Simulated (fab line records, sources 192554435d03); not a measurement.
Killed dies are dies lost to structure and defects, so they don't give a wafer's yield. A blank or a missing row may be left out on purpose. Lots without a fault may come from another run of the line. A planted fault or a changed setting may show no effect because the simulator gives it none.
A struck lot beside a sound one | flow n5_finfet | 36 steps out of a route of 1938
Sound: wafers L702.1, L702.2, L702.5. Struck: wafers L716.2, L716.4, L716.6. The cause comes at the end.
At each step with rows: each side's tool, then ch and its chambers, then its first start. Under that, the readings that differ: sound wafers | struck wafers | difference of the means | sigmas: that difference in standard deviations of wafers without a fault.
alike: readings whose means differ by less than 2 such deviations, and words and numbers that are the same on both sides. not compared: withheld readings, readings that some wafer has no value for, bounds like >300 that may hide the same value, and numbers for which the record gives no deviation and whose values overlap.
The two part at a step that has a row with sigmas, a row that says differs or no value, or rows on one side only. Numbers that don't overlap but have no deviation are shown without sigmas and don't part them. A reading that every wafer of one side lacks parts them only if that side has two wafers or more.

first, 9 steps without rows for these wafers: N5_BEOL_M5_COAT_71 (time 60 s, resist thk 5 nm); N5_BEOL_M5_COAT_05 (resist thk 30 nm); N5_BEOL_M5_EBR_07; N5_BEOL_M5_SOFTBAKE_06 (time 60 s); N5_BEOL_M5_EXPOSE_08 (exposes mask M5, target cd 28 nm); N5_BEOL_M5_PEB_09 (peb time 60 s); N5_BEOL_M5_DEVELOP_10 (develop time 30 s); N5_BEOL_M5_DESCUM_16 (chemistry O2, time 7 s); N5_BEOL_M5_ETCH_72 (etches underlayer in N2/H2, target depth 6.5 nm, time 5.2 s).
N5_BEOL_M5_ETCH_61: etches SiARC in CF4, target depth 15.6 nm, time 26 s.
  sound on rie_diel-03 ch 0,1, day 8 13:32; struck on rie_diel-03 ch 1,2, day 12 02:11
  alike: chamber_pressure_mTorr, drypump_motor_current_A, etch_rf_on_time_s, oes_product_au, rf_vpp_V, showerhead_plenum_p_Torr, throttle_valve_pct
  not compared: rf_hours_counter_h
then, 25 steps without rows for these wafers: N5_BEOL_M5_ETCH_62 (etches SOC in N2/H2, target depth 75 nm, overetch 15 nm, time 112.5 s); N5_BEOL_M5_STRIP_63 (strips in N2/H2); N5_BEOL_M5_STRIP_73 (strips in N2/H2); N5_BEOL_M5_STRIP_64 (strips in CF4); N5_BEOL_M5_HM_OPEN_17 (chemistry Cl2/BCl3, target TiN, target depth 20 nm, overetch 6 nm); N5_BEOL_M5_STRIP_19 (strips in O2); N5_BEOL_M5_COAT_65 (time 60 s, resist thk 60 nm); N5_BEOL_M5_COAT_66 (time 60 s, resist thk 12 nm); N5_BEOL_M5_COAT_74 (time 60 s, resist thk 5 nm); N5_BEOL_M5_COAT_22 (resist thk 30 nm); N5_BEOL_M5_EBR_24; N5_BEOL_M5_SOFTBAKE_23 (time 60 s); N5_BEOL_M5_EXPOSE_25 (exposes mask V4, defocus 10 nm); N5_BEOL_M5_PEB_26 (peb time 60 s); N5_BEOL_M5_DEVELOP_27 (develop time 30 s); N5_BEOL_M5_DESCUM_33 (chemistry O2, time 7 s); N5_BEOL_M5_ETCH_75 (etches underlayer in N2/H2, target depth 6.5 nm, time 5.2 s); N5_BEOL_M5_ETCH_67 (etches SiARC in CF4, target depth 15.6 nm, time 26 s); N5_BEOL_M5_ETCH_68 (etches SOC in N2/H2, target depth 80 nm, overetch 16 nm, time 120 s); N5_BEOL_M5_STRIP_69 (strips in N2/H2); N5_BEOL_M5_STRIP_76 (strips in N2/H2); N5_BEOL_M5_VIA_ETCH_34 (etches SiCOH lowk in C4F6/O2, target depth 88.3 nm, time 39.2 s); N5_BEOL_M5_STRIP_85 (strips in C4F6/O2); N5_BEOL_M5_STRIP_36 (strips in N2/H2); N5_BEOL_M5_TRENCH_ETCH_37 (etches SiCOH lowk in C4F6/O2, target depth 71.652 nm, time 24.7 s).
-- the record jumps here: 4 days lie between the struck wafers' starts before and after (it left off in module BEOL_M5 and takes up again in module PASSIVATION, whose first step shown is number 1936 of the route) --
N5_PASSIVATION_PROBE_49:
  sound on prober-01, day 12 15:55; struck on prober-01, day 16 07:21
  reading                  | sound          | struck         | difference | sigmas
  defect_limited_yield (%) | 90.6 93.5 89.3 | 89.4 83.7 84.4 | -5.3       | -4
  killed_at_M4_up          | 8 8 10         | 59 90 108      | +77        | +14
  killed_at_contacts       | 23 11 21       | 3 4 5          | -14        | -2
  killed_dies              | 111 77 126     | 125 192 184    | +62        | +4
  sort_bin_5_function (%)  | 5.7 4.1 7.6    | 6.6 9.8 10.3   | +3.1       | +3
  sort_bin_6_memory (%)    | 3.5 2.4 2.5    | 3.2 5.3 4.1    | +1.4       | +2
  sort_n_pass              | 1069 1103 1054 | 1055 988 996   | -62        | -4
  sort_yield_pct (%)       | 90.6 93.5 89.3 | 89.4 83.7 84.4 | -5.3       | -4
  alike: killed_at_M0_to_M3, killed_at_front_end, killed_at_other, killed_open, killed_short

WHERE THEY PART
Only at N5_PASSIVATION_PROBE_49, within this record.

WHY: what the simulator had put in
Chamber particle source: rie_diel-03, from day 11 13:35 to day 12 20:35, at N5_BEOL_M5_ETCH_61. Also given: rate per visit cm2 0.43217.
